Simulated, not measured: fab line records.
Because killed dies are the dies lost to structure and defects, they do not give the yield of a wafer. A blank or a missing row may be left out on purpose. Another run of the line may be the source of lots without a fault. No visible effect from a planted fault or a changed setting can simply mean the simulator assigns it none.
fab line records    flow nand_harc
record lots=6  wafers=18  last_day=24
route steps=1159 shown P_M1@306 P_M2@318 END@1159
lots untouched by any fault: they come from a run of this same line in which no faults occurred
start_h: hours from the record's first day to the start of the lot's first wafer shown    wait_h: hours elapsed since this lot's preceding step    " repeats the value in the row above    L1.1+2: a single row standing in for several wafers    - value missing, or start not given    * or withheld: withheld    < > ~ a bound
route shown NAME@n: NAME is a module with steps in the file, n the number in the route of the first one    usual: mean and standard deviation over wafers with no fault    same: alike in all rows    chamber/n: place in a boat    sites: the reading at each site    _std_site: their standard deviation    _edge_site: mean of outer sites minus mean of inner sites    radius_mm: for every site, how far away it sits from the centre of the wafer    mask NAME#n: copy n    behind: the last tool/chamber to shape the wafer    hold: cause of the lot's hold/its duration in hours/its outcome    device: whichever transistor did not switch (one of n, p or np)    end of line: tests of these same wafers at the route's end    for a step that has no rows: nothing shown but its recipe    killed: dies lost to structure and defects at the first sort, not the wafer's yield    map: a wafer's dies, x killed, . not, _ none there
set.NAME: the setting as run; set.NAME@STEP: as run at that earlier step    model.NAME: the simulator's own value behind a step, which no gauge read
lots at some steps of the route; a table a step, a row a wafer
services: a tool's chamber out of use, with start hour (start_h, from the record's first day; less than 0 if before it), hours out, and reason
## steps
# step NHARC_P_M1_PRE_CLEAN_30
# recipe time_s=30  temp_c=280  gas=H2/He
# step NHARC_P_M1_PVD_20
# recipe target_thk_a=50  bias_v=168.6  power_w=15000  chamber_pressure_pa=0.12  time_s=8.06  substrate_temp_c=50  material=TaN
# step NHARC_P_M1_PVD_21
# recipe target_thk_a=300  chamber_pressure_pa=5  power_w=5000  substrate_temp_c=30  time_s=20.49  material=Cu
# usual throttle_valve_pct=30.3/1.4
lot.wafer  tool            chamber  start_h  wait_h  throttle_valve_pct
L750.3     pvd_sputter-03  -        -        -       30.0
L750.6     "               -        "        "       30.8
L750.5     "               -        "        "       29.3
L758.4     pvd_sputter-02  -        -        -       29.8
L758.2     "               -        "        "       30.2
L758.3     "               -        "        "       31.1
L761.3     pvd_sputter-02  -        -        -       31.0
L761.1     "               -        "        "       30.6
L761.5     "               -        "        "       30.0
L763.1     pvd_sputter-03  -        -        -       29.1
L763.3     "               -        "        "       30.1
L763.4     "               -        "        "       30.7
L769.2     pvd_sputter-03  -        -        -       33.6
L769.4     "               -        "        "       29.3
L769.1     "               -        "        "       29.7
L773.4     pvd_sputter-02  -        -        -       31.0
L773.2     "               -        "        "       30.0
L773.1     "               -        "        "       30.4
# step NHARC_P_M1_ECD_22
# recipe target_thk_a=4000  bath_temp_c=25  material=Cu
# step NHARC_P_M1_ANNEAL_31
# recipe temp_c=225  time_s=90
# step NHARC_P_M1_CMP_23
# recipe t_overpolish_s=20  target_thk_nm=157.82
# step NHARC_P_M1_THK_MEAS_24
# recipe thk_meas_gauge=xrf
# usual thk_nm=157.7/1.3
lot.wafer  tool           chamber  start_h  wait_h  thk_nm
L750.3     film_metro-02  -        126.74   -       156.3
L750.5     "              -        "        "       158.0
L750.6     "              -        "        "       158.9
L758.2     film_metro-01  -        169.65   -       158.3
L758.3     "              -        "        "       154.9
L758.4     "              -        "        "       155.3
L761.1     film_metro-01  -        183.99   -       157.0
L761.3     "              -        "        "       157.0
L761.5     "              -        "        "       157.6
L763.1     film_metro-01  -        201.42   -       159.5
L763.3     "              -        "        "       157.9
L763.4     "              -        "        "       158.4
L769.1     film_metro-01  -        228.45   -       158.4
L769.2     "              -        "        "       156.7
L769.4     "              -        "        "       156.5
L773.1     film_metro-02  -        262.22   -       159.5
L773.2     "              -        "        "       156.1
L773.4     "              -        "        "       157.6
# step NHARC_P_M1_SRD_25
# step NHARC_P_M1_INSPECT_27
# usual raw_defect_count=294/110
lot.wafer  tool               chamber  start_h  wait_h  raw_defect_count
L750.3     defect_inspect-02  -        126.89   0.0     319
L750.5     "                  -        "        "       270
L750.6     "                  -        "        "       266
L758.2     defect_inspect-01  -        169.80   0.0     419
L758.3     "                  -        "        "       249
L758.4     "                  -        "        "       471
L761.1     defect_inspect-01  -        184.15   0.0     224
L761.3     "                  -        "        "       242
L761.5     "                  -        "        "       234
L763.1     defect_inspect-02  -        201.62   0.0     267
L763.3     "                  -        "        "       426
L763.4     "                  -        "        "       405
L769.1     defect_inspect-01  -        228.62   0.0     162
L769.2     "                  -        "        "       167
L769.4     "                  -        "        "       364
L773.1     defect_inspect-01  -        262.38   0.0     308
L773.2     "                  -        "        "       249
L773.4     "                  -        "        "       217
# step NHARC_P_M1_PRE_CLEAN_32
# recipe time_s=12  temp_c=370  rf_power_w=300  gas=NH3
# step NHARC_P_M1_DEP_33
# recipe target_thk_a=300  temp_c=370  target_thk_nm=30  pressure_torr=3  flow_sccm=200  rf_w=450  material=SiCN
# usual heater_power_w=569/79
lot.wafer  tool      chamber  start_h  wait_h  heater_power_w
L750.3     pecvd-04  0        127.04   0.1     493
L750.5     "         0        "        "       500
L750.6     "         2        "        "       518
L758.3     pecvd-02  0        169.95   0.1     555
L758.2     "         2        "        "       535
L758.4     "         1        "        "       514
L761.3     pecvd-04  1        184.30   0.1     499
L761.1     "         0        "        "       529
L761.5     "         2        "        "       526
L763.3     pecvd-02  0        201.76   0.1     568
L763.1     "         2        "        "       470
L763.4     "         0        "        "       565
L769.2     pecvd-02  1        228.81   0.1     537
L769.1     "         2        "        "       507
L769.4     "         0        "        "       536
L773.2     pecvd-03  0        262.57   0.1     596
L773.1     "         2        "        "       697
L773.4     "         2        "        "       713
# step NHARC_P_M2_DEP_00
# recipe target_thk_a=1825  target_thk_nm=182.5  temp_c=withheld  pressure_torr=5  flow_sccm=200  rf_w=600  material=SiOC
lot.wafer   tool      chamber  start_h  wait_h
L750.3+6+5  pecvd-02  2,0,2    127.57   -
L758.3+2+4  pecvd-04  0,1,2    170.41   -
L761.3+1+5  pecvd-04  1,2,0    184.74   -
L763.1+3+4  pecvd-03  2,1,2    202.24   -
L769.1+2+4  pecvd-03  0,1,0    229.19   -
L773.1+2+4  pecvd-02  2,1,0    263.10   0.4
# step NHARC_P_M2_DEHYDRATE_01
# recipe temp_c=150  time_s=120
# step NHARC_P_M2_HMDS_02
# recipe time_s=30
# step NHARC_P_M2_COAT_34
# recipe temp_c=200  time_s=65
# step NHARC_P_M2_COAT_03
# recipe spin_rpm=1500  resist_thk_nm=90
# step NHARC_P_M2_SOFTBAKE_04
# recipe temp_c=105  time_s=55
# step NHARC_P_M2_EBR_05
# step NHARC_P_M2_EXPOSE_06
# recipe na=1.35  target_cd_nm=170  dose_mj=80.78  mask_id=P_M2
# step NHARC_P_M2_PEB_07
# recipe peb_temp_c=100  peb_time_s=65
# step NHARC_P_M2_DEVELOP_08
# recipe develop_time_s=35  dev_temp_c=23
# step NHARC_P_M2_CD_MEAS_09
# recipe target_cd_nm=170  landing_energy_ev=500
# usual cd_nm=170.3/0.52
lot.wafer  tool       chamber  start_h  wait_h  cd_nm
L750.3     cd_sem-03  0        128.32   -       169.9
L750.5     "          0        "        "       169.6
L750.6     "          0        "        "       170.8
L758.2     cd_sem-02  0        171.20   -       169.5
L758.3     "          0        "        "       170.2
L758.4     "          0        "        "       170.3
L761.1     cd_sem-03  0        185.53   -       170.3
L761.3     "          0        "        "       170.4
L761.5     "          0        "        "       170.7
L763.1     cd_sem-03  0        203.16   -       169.9
L763.3     "          0        "        "       170.7
L763.4     "          0        "        "       170.8
L769.1     cd_sem-03  0        229.99   -       170.7
L769.2     "          0        "        "       170.0
L769.4     "          0        "        "       170.7
L773.1     cd_sem-01  0        263.94   -       170.1
L773.2     "          0        "        "       170.0
L773.4     "          0        "        "       170.7
# step NHARC_P_M2_OVL_MEAS_10
# recipe pitch_nm=340
# usual overlay_x_nm=0.0/0.99  overlay_y_nm=-0.1/0.77
lot.wafer  tool        chamber  start_h  wait_h  overlay_x_nm  overlay_y_nm
L750.3     overlay-01  -        128.41   -       1.4           1.1
L750.5     "           -        "        "       1.2           0.8
L750.6     "           -        "        "       1.1           0.9
L758.2     overlay-02  -        171.29   -       -0.1          -1.8
L758.3     "           -        "        "       -0.2          -1.5
L758.4     "           -        "        "       -0.3          -2.1
L761.1     overlay-02  -        185.62   -       1.0           0.2
L761.3     "           -        "        "       1.0           0.0
L761.5     "           -        "        "       1.0           0.3
L763.1     overlay-01  -        203.25   -       -0.6          -0.2
L763.3     "           -        "        "       -0.7          -0.8
L763.4     "           -        "        "       -0.7          0.0
L769.1     overlay-02  -        230.08   -       -0.8          -1.1
L769.2     "           -        "        "       -1.2          -0.7
L769.4     "           -        "        "       -0.9          -0.7
L773.1     overlay-02  -        264.02   -       -0.9          -0.1
L773.2     "           -        "        "       -0.5          0.2
L773.4     "           -        "        "       0.2           0.1
# step NHARC_P_M2_INSPECT_11
# usual raw_defect_count=3.8/2.3
lot.wafer  tool               chamber  start_h  wait_h  raw_defect_count
L750.3     defect_inspect-01  -        128.44   0.0     4
L750.5     "                  -        "        "       1
L750.6     "                  -        "        "       5
L758.2     defect_inspect-01  -        171.32   0.0     2
L758.3     "                  -        "        "       5
L758.4     "                  -        "        "       3
L761.1     defect_inspect-02  -        185.65   0.0     2
L761.3     "                  -        "        "       4
L761.5     "                  -        "        "       3
L763.1     defect_inspect-02  -        203.28   0.0     4
L763.3     "                  -        "        "       2
L763.4     "                  -        "        "       1
L769.1     defect_inspect-01  -        230.12   0.0     11
L769.2     "                  -        "        "       7
L769.4     "                  -        "        "       9
L773.1     defect_inspect-02  -        264.06   0.0     4
L773.2     "                  -        "        "       2
L773.4     "                  -        "        "       4
# step NHARC_P_M2_DESCUM_14
# recipe time_s=3  o2_flow_sccm=200  ar_flow_sccm=0  bias_power_w=0  chemistry=O2
# step NHARC_P_M2_ETCH_35
# recipe target_depth_a=400  overetch_a=120  time_s=43.94  ion_energy_ev=200  n2_flow_sccm=150  h2_flow_sccm=150  ar_flow_sccm=0  rf_w=400  bias_w=150  chemistry=N2/H2
# step NHARC_P_M2_ETCH_15
# recipe target_depth_a=1825  time_s=91.2  c4f8_flow_sccm=withheld  ar_flow_sccm=400  rf_w=600  bias_w=300  chemistry=C4F8/Ar
# usual oes_product_au=0.948/0.022  rf_vpp_V=439.9/2.6
lot.wafer  tool         chamber  start_h  wait_h  oes_product_au  rf_hours_counter_h  rf_vpp_V
L750.3     rie_diel-04  1        -        -       0.931           1                   440.6
L750.6     "            3        "        "       0.944           -                   440.3
L750.5     "            1        "        "       0.930           -                   439.9
L758.4     rie_diel-04  0        -        -       0.971           2                   439.1
L758.2     "            1        "        "       0.961           2                   440.7
L758.3     "            2        "        "       0.961           2                   436.7
L761.3     rie_diel-11  0        -        -       0.939           26                  437.7
L761.1     "            2        "        "       0.931           31                  443.1
L761.5     "            1        "        "       0.927           -                   444.5
L763.4     rie_diel-04  2        -        -       0.955           2                   436.5
L763.3     "            0        "        "       0.951           3                   437.5
L763.1     "            1        "        "       0.945           2                   441.2
L769.4     rie_diel-04  3        -        -       0.990           4                   438.7
L769.2     "            0        "        "       0.957           4                   439.7
L769.1     "            2        "        "       0.967           3                   436.9
L773.1     rie_diel-06  1        -        -       0.968           8                   438.9
L773.2     "            2        "        "       0.971           8                   442.3
L773.4     "            3        "        "       0.974           7                   441.9
# step NHARC_P_M2_CD_MEAS_16
# usual cd_nm=170.1/0.81
lot.wafer  tool       chamber  start_h  wait_h  cd_nm
L750.3     cd_sem-02  -        128.88   -       168.7
L750.5     "          -        "        "       168.5
L750.6     "          -        "        "       170.4
L758.2     cd_sem-01  -        171.69   -       170.1
L758.3     "          -        "        "       169.7
L758.4     "          -        "        "       170.0
L761.1     cd_sem-01  -        186.02   -       170.2
L761.3     "          -        "        "       171.0
L761.5     "          -        "        "       169.9
L763.1     cd_sem-01  -        203.65   -       168.5
L763.3     "          -        "        "       169.4
L763.4     "          -        "        "       170.9
L769.1     cd_sem-03  -        230.49   -       169.5
L769.2     "          -        "        "       169.1
L769.4     "          -        "        "       170.6
L773.1     cd_sem-03  -        264.43   -       169.4
L773.2     "          -        "        "       170.1
L773.4     "          -        "        "       169.9
# step NHARC_P_M2_STRIP_18
# recipe power_w=1000  n2_flow_sccm=150  h2_flow_sccm=150  ar_flow_sccm=0  bias_w=0  chemistry=N2/H2
# step NHARC_P_M2_ETCH_28
# recipe target_depth_a=300  over_etch_frac=0.3  time_s=72.99  ion_energy_ev=150  cf4_flow_sccm=50  n2_flow_sccm=100  ar_flow_sccm=150  rf_w=300  bias_w=100  chemistry=CF4/N2
# step NHARC_P_M2_STRIP_19
# recipe time_s=600  temp_c=30  chemistry=post_etch_residue_remover
# step NHARC_P_M2_DEGAS_29
# recipe temp_c=250  time_s=60
# step NHARC_P_M2_PRE_CLEAN_30
# recipe time_s=30  temp_c=280  gas=H2/He
# step NHARC_P_M2_PVD_20
# recipe target_thk_a=50  bias_v=168.6  power_w=15000  chamber_pressure_pa=0.12  time_s=8.06  substrate_temp_c=50  material=TaN
# usual throttle_valve_pct=30.2/1.5
lot.wafer  tool            chamber  start_h  wait_h  throttle_valve_pct
L750.3     pvd_sputter-02  -        -        -       31.1
L750.6     "               -        "        "       31.1
L750.5     "               -        "        "       30.7
L758.2     pvd_sputter-03  -        -        -       30.1
L758.3     "               -        "        "       33.3
L758.4     "               -        "        "       29.0
L761.3     pvd_sputter-02  -        -        -       30.3
L761.1     "               -        "        "       29.8
L761.5     "               -        "        "       31.2
L763.3     pvd_sputter-02  -        -        -       29.9
L763.4     "               -        "        "       31.2
L763.1     "               -        "        "       30.7
L769.2     pvd_sputter-01  -        -        -       27.7
L769.4     "               -        "        "       28.6
L769.1     "               -        "        "       29.8
L773.4     pvd_sputter-03  -        -        -       30.1
L773.1     "               -        "        "       33.3
L773.2     "               -        "        "       30.7
# step NHARC_P_M2_PVD_21
# recipe target_thk_a=300  chamber_pressure_pa=5  power_w=5000  substrate_temp_c=30  time_s=20.49  material=Cu
# step NHARC_P_M2_ECD_22
# recipe target_thk_a=4000  bath_temp_c=25  material=Cu
# step NHARC_P_M2_ANNEAL_31
# recipe temp_c=225  time_s=90
# usual wafer_temp_C_max=226.2/0.46
lot.wafer  tool           chamber  start_h  wait_h  wafer_temp_C_max
L750.3     rtp_anneal-02  0        130.43   -       226.3
L750.5     "              0        "        "       226.2
L750.6     "              0        "        "       226.5
L758.2     rtp_anneal-02  0        173.22   0.4     227.1
L758.3     "              0        "        "       226.4
L758.4     "              0        "        "       226.3
L761.1     rtp_anneal-01  0        187.53   -       225.5
L761.3     "              0        "        "       226.1
L761.5     "              0        "        "       226.0
L763.1     rtp_anneal-01  0        205.16   -       226.0
L763.3     "              0        "        "       226.1
L763.4     "              0        "        "       226.1
L769.1     rtp_anneal-01  0        231.94   0.3     225.8
L769.2     "              0        "        "       225.6
L769.4     "              0        "        "       225.6
L773.1     rtp_anneal-01  0        266.19   0.5     226.1
L773.2     "              0        "        "       226.0
L773.4     "              0        "        "       225.8
# step NHARC_P_M2_CMP_23
# recipe t_overpolish_s=20  target_thk_nm=144.3
# step NHARC_P_M2_SRD_25
# step NHARC_END_SORT_01
# recipe temp_c=25
# usual defect_limited_yield=95.6/1.6  killed_at_array=26/11  killed_at_other=0.6/1  killed_at_periphery=3.1/2.1  killed_dies=30/11  killed_open=3.4/1.8  killed_short=2.1/1.5  sort_bin_2_pct=1.3/0.64  sort_bin_3_pct=0.25/0.23  sort_bin_4_pct=2.8/1.1  sort_n_pass=647/11  sort_rim_yield_pct=95.8/2.7  sort_yield_pct=95.6/1.6
# same gross_dies=677  sort_bin_5_pct[%]=0  sort_bin_6_pct[%]=0  sort_bin_7_pct[%]=0  sort_bin_8_pct[%]=0  sort_rim_n_gross=106.00
lot.wafer  tool       chamber  start_h  wait_h  defect_limited_yield[%]  killed_at_array  killed_at_other  killed_at_periphery  killed_dies  killed_open  killed_short  sort_bin_2_pct[%]  sort_bin_3_pct[%]  sort_bin_4_pct[%]  sort_n_pass  sort_rim_yield_pct[%]  sort_yield_pct[%]
L750.3     prober-01  0        459.01   3.1     97.3                     17               0                1                    18           0            0             0.6                0.44               1.6                659          99.1                   97.3
L750.5     prober-01  0        460.59   3.7     95.9                     27               0                1                    28           1            2             1.5                0.15               2.5                649          97.2                   95.9
L750.6     prober-01  0        461.39   4.0     96.2                     25               1                0                    26           1            3             0.7                0.59               2.5                651          94.3                   96.2
L758.2     prober-02  0        487.46   2.8     0                        21               0                656                  677          6            1             97.5               0                  2.5                0            0                      0
L758.3     prober-02  0        488.28   3.1     0                        12               0                665                  677          6            1             97.9               0                  2.1                0            0                      0
L758.4     prober-02  0        489.10   3.5     0                        16               0                661                  677          2            0             99.0               0                  1.0                0            0                      0
L761.1     prober-02  0        494.56   2.5     0                        18               0                659                  677          3            0             98.2               0.30               1.5                0            0                      0
L761.3     prober-02  0        496.17   3.1     0                        19               0                658                  677          4            1             97.3               0.15               2.5                0            0                      0
L761.5     prober-02  0        497.78   3.7     0                        23               4                650                  677          4            3             97.3               0.15               2.5                0            0                      0
L763.1     prober-01  0        510.07   2.5     93.8                     41               0                1                    42           2            0             1.8                0.44               4.0                635          92.5                   93.8
L763.3     prober-01  0        511.67   3.1     93.1                     44               0                3                    47           4            2             2.5                0.15               4.3                630          97.2                   93.1
L763.4     prober-01  0        512.48   3.4     92.9                     46               0                2                    48           3            4             1.9                0.59               4.6                629          93.4                   92.9
L769.1     prober-01  0        548.44   2.5     91.0                     53               0                8                    61           2            0             3.5                0.59               4.9                616          100.0                  91.0
L769.2     prober-01  0        549.24   2.8     93.1                     43               1                3                    47           1            2             1.2                0.74               5.0                630          88.7                   93.1
L769.4     prober-01  0        550.83   3.4     91.9                     45               0                10                   55           7            0             2.2                0.30               5.6                622          86.8                   91.9
# killed by level:class
L750.3 A_CHANNEL_HOLE_D1:chamber_film_flake=10 A_CONTACT:chamber_film_flake=4 A_WL_FILL:chamber_film_flake=2 P_M1:chamber_film_flake=1 A_STAIRCASE:chamber_film_flake=1
L750.5 A_CHANNEL_HOLE_D1:chamber_film_flake=12 A_STAIRCASE:chamber_film_flake=5 A_SLIT:chamber_film_flake=5 A_CONTACT:chamber_film_flake=2 P_GATE:geometric_particle:short=1 A_WL_FILL:geometric_particle:short=1 A_CONTACT:geometric_particle:open=1 A_WL_FILL:chamber_film_flake=1
L750.6 A_CHANNEL_HOLE_D1:chamber_film_flake=12 A_WL_FILL:chamber_film_flake=5 A_CONTACT:chamber_film_flake=3 A_CONTACT:geometric_particle:short=2 A_ONON_D1:geometric_particle:short=1 A_BLC:geometric_particle:open=1 A_SLIT:chamber_film_flake=1 THIN_TSV:chamber_film_flake=1
L758.2 P_M2:area_dep=654 A_CHANNEL_HOLE_D1:chamber_film_flake=4 A_M0:geometric_particle:open=3 A_CHANNEL_FILL_D1:chamber_film_flake=3 A_WL_FILL:chamber_film_flake=3 A_CONTACT:chamber_film_flake=3 P_M0:geometric_particle:open=1 A_ONON_D1:geometric_particle:open=1
L758.3 P_M2:area_dep=661 A_ZERO_WELL:chamber_film_flake=3 A_CONTACT:geometric_particle:open=2 P_GATE:chamber_film_flake=2 A_CHANNEL_HOLE_D1:chamber_film_flake=2 P_GATE:geometric_particle:open=1 A_WL_FILL:geometric_particle:short=1 A_WL_FILL:geometric_particle:open=1
L758.4 P_M2:area_dep=660 A_CHANNEL_HOLE_D1:chamber_film_flake=5 A_CONTACT:chamber_film_flake=4 A_WL_FILL:chamber_film_flake=2 A_WL_FILL:geometric_particle:open=1 A_BLC:geometric_particle:open=1 P_GATE:chamber_film_flake=1 A_ZERO_WELL:chamber_film_flake=1
L761.1 P_M2:area_dep=657 A_CONTACT:chamber_film_flake=9 A_CHANNEL_HOLE_D1:chamber_film_flake=4 A_CHANNEL_FILL_D1:chamber_film_flake=2 P_M0:geometric_particle:open=1 A_CONTACT:geometric_particle:open=1 A_BLC:geometric_particle:open=1 P_GATE:chamber_film_flake=1
L761.3 P_M2:area_dep=653 A_CONTACT:chamber_film_flake=7 A_CHANNEL_HOLE_D1:chamber_film_flake=4 A_M0:geometric_particle:open=2 A_SLIT:chamber_film_flake=2 P_GATE:geometric_particle:open=1 P_CONTACT:geometric_particle:short=1 A_ONON_D1:geometric_particle:open=1
L761.5 P_M2:area_dep=649 A_CONTACT:chamber_film_flake=13 THIN_TSV:chamber_film_flake=4 A_CHANNEL_HOLE_D1:chamber_film_flake=3 P_CONTACT:geometric_particle:open=1 A_ONON_D1:geometric_particle:open=1 A_ONON_D1:geometric_particle:short=1 A_CHANNEL_HOLE_D1:geometric_particle:short=1
L763.1 A_SLIT:chamber_film_flake=18 A_CHANNEL_HOLE_D1:chamber_film_flake=12 A_CHANNEL_FILL_D1:chamber_film_flake=4 A_M1:chamber_film_flake=2 P_STI:geometric_particle:open=1 A_CHANNEL_FILL_D1:geometric_particle:open=1 A_ZERO_WELL:chamber_film_flake=1 A_STAIRCASE:chamber_film_flake=1
L763.3 A_CHANNEL_HOLE_D1:chamber_film_flake=16 A_SLIT:chamber_film_flake=14 A_ZERO_WELL:chamber_film_flake=3 A_CHANNEL_FILL_D1:chamber_film_flake=2 A_STAIRCASE:chamber_film_flake=2 A_M1:chamber_film_flake=2 P_M0:geometric_particle:open=1 P_M0:geometric_particle:short=1
L763.4 A_CHANNEL_HOLE_D1:chamber_film_flake=15 A_SLIT:chamber_film_flake=15 A_WL_FILL:chamber_film_flake=3 P_M1:geometric_particle:short=2 A_ONON_D1:geometric_particle:open=2 A_ZERO_WELL:chamber_film_flake=2 A_CHANNEL_FILL_D1:chamber_film_flake=2 A_STAIRCASE:chamber_film_flake=2
L769.1 A_CHANNEL_HOLE_D1:chamber_film_flake=25 A_SLIT:chamber_film_flake=20 P_CONTACT:chamber_film_flake=8 A_CONTACT:chamber_film_flake=4 A_STAIRCASE:chamber_film_flake=2 A_ONON_D1:geometric_particle:open=1 A_CHANNEL_FILL_D1:geometric_particle:open=1
L769.2 A_CHANNEL_HOLE_D1:chamber_film_flake=22 A_SLIT:chamber_film_flake=16 A_CONTACT:chamber_film_flake=3 P_M0:geometric_particle:short=1 A_CHANNEL_FILL_D1:geometric_particle:open=1 STARTING-WAFER:geometric_particle:short=1 P_CONTACT:chamber_film_flake=1 P_BONDPAD:chamber_film_flake=1
L769.4 A_SLIT:chamber_film_flake=19 A_CHANNEL_HOLE_D1:chamber_film_flake=14 A_CONTACT:chamber_film_flake=5 P_CONTACT:chamber_film_flake=3 A_STAIRCASE:chamber_film_flake=3 P_CONTACT:geometric_particle:open=2 P_BONDPAD:chamber_film_flake=2 P_M0:geometric_particle:open=1
# map L758.2 (x killed, . not)
____________x____________
_________xxxxxxx_________
_______xxxxxxxxxxx_______
______xxxxxxxxxxxxx______
_____xxxxxxxxxxxxxxx_____
____xxxxxxxxxxxxxxxxx____
____xxxxxxxxxxxxxxxxx____
___xxxxxxxxxxxxxxxxxxx___
___xxxxxxxxxxxxxxxxxxx___
__xxxxxxxxxxxxxxxxxxxxx__
__xxxxxxxxxxxxxxxxxxxxx__
_xxxxxxxxxxxxxxxxxxxxxxx_
_xxxxxxxxxxxxxxxxxxxxxxx_
_xxxxxxxxxxxxxxxxxxxxxxx_
_xxxxxxxxxxxxxxxxxxxxxxx_
_xxxxxxxxxxxxxxxxxxxxxxx_
xxxxxxxxxxxxxxxxxxxxxxxxx
xxxxxxxxxxxxxxxxxxxxxxxxx
xxxxxxxxxxxxxxxxxxxxxxxxx
xxxxxxxxxxxxxxxxxxxxxxxxx
xxxxxxxxxxxxxxxxxxxxxxxxx
_xxxxxxxxxxxxxxxxxxxxxxx_
_xxxxxxxxxxxxxxxxxxxxxxx_
_xxxxxxxxxxxxxxxxxxxxxxx_
_xxxxxxxxxxxxxxxxxxxxxxx_
_xxxxxxxxxxxxxxxxxxxxxxx_
__xxxxxxxxxxxxxxxxxxxxx__
__xxxxxxxxxxxxxxxxxxxxx__
___xxxxxxxxxxxxxxxxxxx___
___xxxxxxxxxxxxxxxxxxx___
____xxxxxxxxxxxxxxxxx____
____xxxxxxxxxxxxxxxxx____
_____xxxxxxxxxxxxxxx_____
______xxxxxxxxxxxxx______
_______xxxxxxxxxxx_______
_________xxxxxxx_________
____________x____________
# map L761.1 (x killed, . not)
____________x____________
_________xxxxxxx_________
_______xxxxxxxxxxx_______
______xxxxxxxxxxxxx______
_____xxxxxxxxxxxxxxx_____
____xxxxxxxxxxxxxxxxx____
____xxxxxxxxxxxxxxxxx____
___xxxxxxxxxxxxxxxxxxx___
___xxxxxxxxxxxxxxxxxxx___
__xxxxxxxxxxxxxxxxxxxxx__
__xxxxxxxxxxxxxxxxxxxxx__
_xxxxxxxxxxxxxxxxxxxxxxx_
_xxxxxxxxxxxxxxxxxxxxxxx_
_xxxxxxxxxxxxxxxxxxxxxxx_
_xxxxxxxxxxxxxxxxxxxxxxx_
_xxxxxxxxxxxxxxxxxxxxxxx_
xxxxxxxxxxxxxxxxxxxxxxxxx
xxxxxxxxxxxxxxxxxxxxxxxxx
xxxxxxxxxxxxxxxxxxxxxxxxx
xxxxxxxxxxxxxxxxxxxxxxxxx
xxxxxxxxxxxxxxxxxxxxxxxxx
_xxxxxxxxxxxxxxxxxxxxxxx_
_xxxxxxxxxxxxxxxxxxxxxxx_
_xxxxxxxxxxxxxxxxxxxxxxx_
_xxxxxxxxxxxxxxxxxxxxxxx_
_xxxxxxxxxxxxxxxxxxxxxxx_
__xxxxxxxxxxxxxxxxxxxxx__
__xxxxxxxxxxxxxxxxxxxxx__
___xxxxxxxxxxxxxxxxxxx___
___xxxxxxxxxxxxxxxxxxx___
____xxxxxxxxxxxxxxxxx____
____xxxxxxxxxxxxxxxxx____
_____xxxxxxxxxxxxxxx_____
______xxxxxxxxxxxxx______
_______xxxxxxxxxxx_______
_________xxxxxxx_________
____________x____________
## services
tool            chamber  start_h  hours  kind
pvd_sputter-03  -        102.00   10.0   pm
pecvd-03        -        111.02   13.0   pm
rie_diel-04     -        111.92   9.0    pm
rie_diel-04     2        126.74   3.8    repair
pecvd-02        -        153.15   13.0   pm
pecvd-02        0        153.15   13.0   vent_cycle
pecvd-02        1        153.15   13.0   vent_cycle
pecvd-02        2        153.15   13.0   vent_cycle
pvd_sputter-01  -        158.02   10.0   pm
pecvd-02        0        166.15   -      clean
pecvd-02        1        166.15   -      clean
rie_diel-06     3        166.94   16.7   repair
rie_diel-11     -        189.50   9.0    pm
pvd_sputter-02  -        193.95   2.5    repair
pecvd-04        -        195.11   13.0   pm
pecvd-03        0        199.42   6.3    repair
pvd_sputter-03  -        205.34   8.3    repair
rie_diel-11     -        210.24   0.9    repair
pvd_sputter-02  -        214.03   10.0   pm
rie_diel-04     -        222.09   0.6    repair
rie_diel-06     -        242.47   9.0    pm
pvd_sputter-01  -        256.19   12.6   repair
rie_diel-11     0        260.93   4.9    repair
pecvd-03        1        261.52   1.9    repair
## key
first_sign step=NHARC_END_SORT_01  reading=killed_at_periphery  direction=up  sigmas=99+  usual=3.1  struck=658.2
effect step=NHARC_END_SORT_01  reading=sort_bin_2_pct  direction=up  sigmas=99+  usual=1.3  struck=97.9
more_kills_born_at NHARC_P_M2_DEP_00@pecvd-04=3934
met_at NHARC_P_M2_DEP_00
struck_wafers L758.2,L758.3,L758.4,L761.1,L761.3,L761.5
later_rows_left_out L758.2,L758.3,L758.4,L761.1,L761.3,L761.5
fault kind=process_parameter_drift  tool=pecvd-04  chamber=-  onset_h=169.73  steps=NHARC_P_M2_DEP_00  channel=target_thk_nm  offset=138.52  shape=step  end_h=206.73  acts_in=these_recipes_only  stated=182.5
# later_rows_left_out: the simulator's readings of these wafers behind a module that went badly wrong aren't trusted and aren't shown, but for the sort
